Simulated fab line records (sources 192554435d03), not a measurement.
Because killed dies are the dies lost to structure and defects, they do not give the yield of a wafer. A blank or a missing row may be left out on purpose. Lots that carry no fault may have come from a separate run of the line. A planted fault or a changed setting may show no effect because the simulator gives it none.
8D (eight disciplines) problem report, filled in by code -- flow n5-finfet -- the parts of the form that need people (team, actions taken, sign-off) are left out

1. THE ISSUE
spin-speed-rpm at N5_BEOL_M7_COAT_05 reads a mean of 1464.6 rpm on 6 wafers of 2 lots; wafers without a fault read 1500.1 rpm with a standard deviation of 0.91. Relative to the usual mean, that is a shift of -39 standard deviations.
The step: resist thk 90 nm.
The first sign was on wafer L788.1 at day 11 10:14, on litho-track-02. At this step, 36 wafers from 12 lots have a number in the record. The rule behind "out" and "out of limits": a value lying over 4 standard deviations away from the usual mean. The rest of the wafers with a number are treated as sound.

2. WHAT IT IS AND WHAT IT IS NOT
question,is,is not
which readings at this step,spin-speed-rpm,-
which lots,"L788, L789","L780, L781, L782, L783, L793, L795, L798, L799, L800, L802"
which wafers of those lots,all that have a number,-
read on which tools,litho-track-02,"litho-track-03, litho-track-04"
when,from day 11 10:14,"up to then (12 sound wafers); but 18 sound wafers of L793, L795, L798, L799, L800, L802 came after"

3. SUSPECTS, AND WHAT RULES EACH OUT
Counting: any tool at a process step up to the reading is kept as a suspect provided that every lot that is out went through it and no sound lot did after the first of them.
- pvd-sputter-02 at N5_BEOL_M6_SURFACE_TREAT_79: ruled out as a lasting fault. The sound lots L793 went through it after L788, its earliest lot that is out (day 11 05:56).
- litho-track-02 at N5_BEOL_M7_COAT_05 (resist thk 90 nm): ruled out as a lasting fault. The sound lots L802 went through it after L788, its earliest lot that is out (day 11 10:14).
Left after counting: nothing in the record.

4. THE CAUSE (what the simulator had put in)
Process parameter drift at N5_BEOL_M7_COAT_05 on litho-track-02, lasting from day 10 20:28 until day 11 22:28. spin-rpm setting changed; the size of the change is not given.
Counting ruled it out, wrongly.

5. THE EFFECT CHAIN, in route order
One row per reading whose mean, taken over the struck wafers that have a number, lies over 3 standard deviations from the usual. Only readings for which the record gives a usual standard deviation are gone through. hours: the time from each lot's start at the first step in this table that gives one to its start at this step, as a median over the lots. sigmas: the change in usual standard deviations.
hours,step,reading,usual,on struck wafers,change,sigmas
0,N5_BEOL_M7_COAT_05,spin-speed-rpm,1500.1 rpm,1464.6,-35.5,-39
It contains these process steps:
- N5_BEOL_M7_COAT_05: resist thk 90 nm.

6. WHAT WOULD HAVE CAUGHT IT SOONER
14 hours passed between the start of the fault at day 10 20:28 and the first reading out of limits in this record, taken at day 11 10:14.
